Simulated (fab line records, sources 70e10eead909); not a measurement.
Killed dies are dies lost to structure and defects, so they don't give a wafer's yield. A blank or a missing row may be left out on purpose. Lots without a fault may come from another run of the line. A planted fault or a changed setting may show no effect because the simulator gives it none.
fab line records | flow nand_harc | part 2 of 2: steps 35 to 47 of 47
record lots=5 wafers=15 last_day=32
route steps=1302 shown P_ZERO_WELL@28 P_STI@69
lots that met no fault: from a run of the same line without faults
start_h: hours from the record's first day to the start of the lot's first wafer shown | wait_h: hours since the lot's step before | " the same as in the row above | L1.1+2: a row that stands for several wafers | - no value, or no start given | * or withheld: withheld | < > ~ a bound
route shown NAME@n: a module of which the file shows steps, and the number in the route of the first | usual: mean/standard deviation of fault-free wafers | same: alike in all rows | chamber/n: place in a boat | sites: the reading at each site | _std_site: their standard deviation | _edge_site: outer sites' mean less inner sites' | radius_mm: how far each site lies from the wafer's centre | mask NAME#n: copy n | behind: the tool/chamber that last shaped the wafer | hold: why the lot was held/for how many hours/how that ended | device: the transistor (n, p or np) that didn't switch | end of line: the same wafers' tests at the end of the route | a step without rows: its recipe alone | killed: dies lost to structure and defects at the first sort, not the wafer's yield | map: a wafer's dies, x killed, . not, _ none there
set.NAME: the setting as run; set.NAME@STEP: as run at that earlier step | model.NAME: the simulator's own value behind a step, which no gauge read
lots at some steps of the route; a table a step, a row a wafer
services: from which hour (start_h, from the record's first day; less than 0 if before it) a tool's chamber was out of use, for how many hours, and why
## steps
# step NHARC_P_ZERO_WELL_IMPLANT_55
# recipe energy_kev=180 dose_cm2=8e+11 tilt_deg=7
# usual dose_ions_cm2=8.001e+11/8.4e+08
# columns lot.wafer tool chamber start_h wait_h dose_ions_cm2
L074.2 implanter-02 0 26.17 0.2 8.011e+11
L074.3 " 0 " " 8.007e+11
L074.5 " 0 " " 8.014e+11
L077.1 implanter-01 0 63.22 0.1 7.997e+11
L077.4 " 0 " " 8.005e+11
L077.6 " 0 " " 8e+11
L079.3 implanter-02 0 76.22 0.2 7.996e+11
L079.5 " 0 " " 8e+11
L079.6 " 0 " " 8.001e+11
L082.2 implanter-01 0 106.09 0.2 8.001e+11
L082.4 " 0 " " 7.989e+11
L082.6 " 0 " " 7.998e+11
L096.2 implanter-01 0 246.15 0.2 8e+11
L096.5 " 0 " " 8.015e+11
L096.6 " 0 " " 8.005e+11
# step NHARC_P_ZERO_WELL_IMPLANT_61
# recipe energy_kev=30 dose_cm2=5e+11 tilt_deg=7
# usual dose_ions_cm2=5e+11/5.5e+08
# columns lot.wafer tool chamber start_h wait_h dose_ions_cm2
L074.2 implanter-02 0 26.35 0.2 4.998e+11
L074.3 " 0 " " 5.001e+11
L074.5 " 0 " " 4.999e+11
L077.1 implanter-01 0 63.40 0.1 4.994e+11
L077.4 " 0 " " 5.005e+11
L077.6 " 0 " " 4.998e+11
L079.3 implanter-02 0 76.40 0.2 4.994e+11
L079.5 " 0 " " 5.005e+11
L079.6 " 0 " " 4.997e+11
L082.2 implanter-01 0 106.27 0.1 5.004e+11
L082.4 " 0 " " 5.008e+11
L082.6 " 0 " " 4.998e+11
L096.2 implanter-01 0 246.33 0.1 5.006e+11
L096.5 " 0 " " 5.004e+11
L096.6 " 0 " " 5.007e+11
# step NHARC_P_ZERO_WELL_STRIP_56
# recipe time_s=840 temp_c=130 chemistry=SPM
# columns lot.wafer tool chamber start_h wait_h
L074.3+2+5 wet_bench-03 3,5,6 26.57 0.2
L077.1+6+4 wet_bench-03 2,6,7 63.62 0.2
L079.6+5+3 wet_bench-06 3,5,7 76.55 0.0
L082.4+6+2 wet_bench-06 6,7,0 106.45 0.1
L096.5+2+6 wet_bench-05 3,4,5 246.52 0.1
# step NHARC_P_ZERO_WELL_PRECLEAN_68
# recipe time_s=60 temp_c=50 bath_age_min=0 chemistry=SC1
# usual nh4oh_flow_mL_min=28.30/0.088 sc1_h2o2_end_mol_l=0.3698/0.00065
# columns lot.wafer tool chamber start_h wait_h nh4oh_flow_mL_min sc1_h2o2_end_mol_l
L074.3 wet_bench-03 3 - - 28.30 0.3698
L074.2 " 5 " " 28.36 0.3690
L074.5 " 6 " " 28.47 0.3697
L077.1 wet_bench-03 2 - - 28.20 0.3697
L077.6 " 6 " " 28.16 0.3687
L077.4 " 7 " " 28.43 0.3707
L079.6 wet_bench-06 3 - - 28.28 0.3694
L079.5 " 5 " " 28.41 0.3704
L079.3 " 7 " " 28.37 0.3695
L082.4 wet_bench-06 6 - - 28.28 0.3696
L082.6 " 7 " " 28.34 0.3697
L082.2 " 0 " " 28.41 0.3696
L096.5 wet_bench-05 3 - - 28.38 0.3691
L096.2 " 4 " " 28.41 0.3709
L096.6 " 5 " " 28.35 0.3699
# step NHARC_P_ZERO_WELL_SRD_69
# columns lot.wafer tool chamber start_h wait_h
L074.3+2+5 wet_bench-03 3,5,6 - -
L077.1+6+4 wet_bench-03 2,6,7 - -
L079.6+5+3 wet_bench-06 3,5,7 - -
L082.4+6+2 wet_bench-06 6,7,0 - -
L096.5+2+6 wet_bench-05 3,4,5 - -
# step NHARC_P_ZERO_WELL_RTA_42
# recipe temp_c=1100 time_s=300
# usual lamp_power_pct=37.90/0.059 wafer_temp_C_max=1105.4/2
# columns lot.wafer tool chamber start_h wait_h lamp_power_pct wafer_temp_C_max
L074.2 rtp_anneal-01 0 27.17 - 37.88 1103.3
L074.3 " 0 " " 37.83 1104.2
L074.5 " 0 " " 37.88 1103.5
L077.1 rtp_anneal-01 0 64.05 - 37.94 1105.0
L077.4 " 0 " " 37.92 1102.9
L077.6 " 0 " " 37.92 1103.3
L079.3 rtp_anneal-01 0 77.20 - 37.90 1104.3
L079.5 " 0 " " 37.93 1103.8
L079.6 " 0 " " 37.92 1103.5
L082.2 rtp_anneal-02 0 107.00 - 37.92 1107.3
L082.4 " 0 " " 37.80 1105.6
L082.6 " 0 " " 37.89 1108.8
L096.2 rtp_anneal-02 0 247.07 - 38.03 1108.0
L096.5 " 0 " " 37.95 1107.0
L096.6 " 0 " " 37.96 1109.0
# step NHARC_P_ZERO_WELL_INSPECT_43
# usual raw_defect_count=16/5.8
# columns lot.wafer tool chamber start_h wait_h raw_defect_count
L074.2 defect_inspect-01 - 27.74 0.5 14
L074.3 " - " " 15
L074.5 " - " " 9
L077.1 defect_inspect-02 - 64.74 0.6 22
L077.4 " - " " 24
L077.6 " - " " 15
L079.3 defect_inspect-02 - 77.67 0.4 22
L079.5 " - " " 22
L079.6 " - " " 12
L082.2 defect_inspect-01 - 107.56 0.5 15
L082.4 " - " " 3
L082.6 " - " " 10
L096.2 defect_inspect-02 - 247.64 0.5 18
L096.5 " - " " 14
L096.6 " - " " 23
# step NHARC_P_STI_ETCH_26
# recipe target_depth_a=110 chemistry=dHF material=SiO2
# columns lot.wafer tool chamber start_h wait_h
L074.5+3+2 wet_bench-02 3,6,7 27.80 0.1
L077.4+6+1 wet_bench-07 4,5,7 64.79 0.0
L079.5+6+3 wet_bench-07 2,4,6 77.72 0.0
L082.4+6+2 wet_bench-07 7,3,4 107.61 0.0
L096.6+2+5 wet_bench-01 6,1,2 247.69 0.0
# step NHARC_P_STI_PRECLEAN_27
# recipe time_s=* temp_c=50 bath_age_min=0 chemistry=SC1
# usual nh4oh_flow_mL_min=28.30/0.092 sc1_h2o2_end_mol_l=0.3698/0.00066
# columns lot.wafer tool chamber start_h wait_h nh4oh_flow_mL_min sc1_h2o2_end_mol_l
L074.5 wet_bench-02 3 27.86 0.0 28.21 0.3691
L074.3 " 6 " " 28.28 0.3694
L074.2 " 7 " " 28.17 0.3705
L077.4 wet_bench-07 4 64.93 0.1 28.44 0.3710
L077.6 " 5 " " 28.41 0.3692
L077.1 " 7 " " 28.29 0.3705
L079.5 wet_bench-07 2 77.78 0.1 28.40 0.3697
L079.6 " 4 " " 28.29 0.3696
L079.3 " 6 " " 28.29 0.3699
L082.4 wet_bench-07 7 107.69 0.1 28.23 0.3688
L082.6 " 3 " " 28.27 0.3700
L082.2 " 4 " " 28.26 0.3695
L096.6 wet_bench-01 6 247.76 0.1 28.32 0.3697
L096.2 " 1 " " 28.20 0.3696
L096.5 " 2 " " 28.42 0.3702
# step NHARC_P_STI_SRD_28
# columns lot.wafer tool chamber start_h wait_h
L074.5+3+2 wet_bench-02 3,6,7 - -
L077.4+6+1 wet_bench-07 4,5,7 - -
L079.5+6+3 wet_bench-07 2,4,6 - -
L082.4+6+2 wet_bench-07 7,3,4 - -
L096.6+2+5 wet_bench-01 6,1,2 - -
# step NHARC_P_STI_OXIDE_29
# recipe target_thk_a=100 temp_c=900 ox_time_s=1362 material=SiO2
# usual tube_center_temp_C=899.99/0.078
# same ox_time_s=1362
# columns lot.wafer tool chamber start_h wait_h tube_center_temp_C
L074.2 furnace-07 0 32.47 - 899.98
L074.3 " 0 " " 899.87
L074.5 " 0 " " 900.12
L077.1 furnace-07 0 68.27 - 899.94
L077.4 " 0 " " 900.08
L077.6 " 0 " " 899.97
L079.3 furnace-07 0 84.44 - 900
L079.5 " 0 " " 900.12
L079.6 " 0 " " 899.96
L082.2 furnace-08 0 113.88 - 899.95
L082.4 " 0 " " 900.14
L082.6 " 0 " " 900.03
L096.2 furnace-05 0 254.77 - 900.1
L096.5 " 0 " " 899.97
L096.6 " 0 " " 899.9
# step NHARC_P_STI_HM_DEP_30
# recipe target_thk_a=800 temp_c=790 pressure_mtorr=300 time_s=873 material=Si3N4
# columns lot.wafer tool chamber start_h wait_h
L074.2+3+5 lpcvd-02 0 42.57 6.4
L077.1+4+6 lpcvd-01 1 79.32 7.4
L079.3+5+6 lpcvd-02 1 91.59 3.5
L082.2+4+6 lpcvd-02 0 121.01 3.5
L096.2+5+6 lpcvd-01 1 261.96 3.5
# step NHARC_P_STI_DEHYDRATE_01
# recipe temp_c=150 time_s=120
# columns lot.wafer tool chamber start_h wait_h
L074.2+3+5 litho_track-03 0 46.20 0.4
L077.1+4+6 litho_track-02 0 82.97 0.4
L079.3+5+6 litho_track-02 0 95.20 0.4
L082.2+4+6 litho_track-03 0 124.68 0.4
L096.2+5+6 litho_track-02 0 265.62 0.4
## services
# columns tool chamber start_h hours kind
wet_bench-06 - 17.62 8.0 pm
wet_bench-03 - 34.40 8.0 pm
rie_diel-11 3 37.56 2.5 repair
wet_bench-07 - 42.99 4.4 repair
litho_track-02 - 52.01 7.0 pm
litho_track-07 - 76.00 7.0 pm
rie_diel-11 - 78.50 9.0 pm
wet_bench-05 - 84.84 8.0 pm
implanter-02 - 89.30 2.2 repair
litho_track-05 - 124.00 7.0 pm
rie_diel-11 3 127.62 4.4 repair
implanter-02 - 146.05 13.0 pm
wet_bench-07 - 160.00 8.0 pm
rie_diel-11 1 170.61 4.4 repair
wet_bench-05 - 173.48 1.7 repair
wet_bench-06 - 182.66 11.2 repair
rie_diel-11 3 189.25 6.5 repair
wet_bench-06 - 193.91 8.0 pm
wet_bench-03 - 210.40 8.0 pm
implanter-02 - 215.94 2.1 repair
litho_track-02 - 227.01 7.0 pm
rie_diel-11 - 228.29 0.2 repair
litho_track-07 - 251.00 7.0 pm
wet_bench-05 - 260.84 8.0 pm
